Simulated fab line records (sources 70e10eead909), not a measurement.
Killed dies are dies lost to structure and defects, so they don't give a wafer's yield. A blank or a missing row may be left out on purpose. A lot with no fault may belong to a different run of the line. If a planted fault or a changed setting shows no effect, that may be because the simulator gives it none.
Matching of chambers ; flow nandHarc ; NHARC_P_CONTACT_DEP_30 on pecvd-04 has 3 sister chambers
The step deposits SiNx, target thk 30 nm. 22 wafers are shown with their chamber, then 11 later ones without.

## EACH WAFER AND ITS CHAMBER
wafer;chamber;heaterPowerW (W)
L074.1;1;568
L074.2;0;569
L074.5;0;577
L076.1;1;639
L076.2;2;773
L076.3;0;617
L077.2;1;524
L077.3;0;684
L077.6;1;540
L079.3;1;639
L079.4;2;652
L079.5;2;663
L081.1;2;768
L081.3;2;763
L081.4;0;696
L084.1;0;652
L084.3;2;659
L084.6;2;665
L087.1;0;600
L087.2;1;543
L087.3;2;798
L090.1;2;719

SIGNATURES (averages over the wafers above)
reading;chamber 0;chamber 1;chamber 2;scatter within a chamber
heaterPowerW;627.86;575.50;717.78;54.3
Rule: for a wafer and a chamber, the distance is found by dividing, reading by reading, the gap between the wafer's reading and the chamber's mean by the reading's scatter, squaring, summing and taking the root. The wafer belongs to the nearest chamber; if the next one is less than 2 further off, it can't be placed. The scatter is the square root of a quotient: the sum, over the shown wafers, of each reading's squared deviation from its chamber's mean, divided by wafers minus chambers.

## WAFERS MISSING THEIR CHAMBER
wafer;heaterPowerW (W)
L090.2;597
L090.3;668
L095.1;639
L095.3;575
L095.4;658
L097.1;569
L097.2;799
L097.5;569
L097.3;659
L097.4;769
L097.6;666

## WHICH CHAMBER EACH WENT THROUGH
wafer;from the rows above;in truth
L090.2;can't be placed: 1 or 0 or 2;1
L090.3;can't be placed: 0 or 2 or 1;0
L095.1;can't be placed: 0 or 1 or 2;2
L095.3;can't be placed: 1 or 0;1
L095.4;can't be placed: 0 or 2 or 1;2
L097.1;can't be placed: 1 or 0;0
L097.2;can't be placed: 2 or 0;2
L097.5;can't be placed: 1 or 0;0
L097.3;can't be placed: 0 or 2 or 1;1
L097.4;can't be placed: 2 or 0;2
L097.6;can't be placed: 0 or 2 or 1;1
Correctly placed: 0 of 11. From these rows, 11 cannot be placed; in 11 the true chamber is one of the candidates. Wrongly placed: 0.
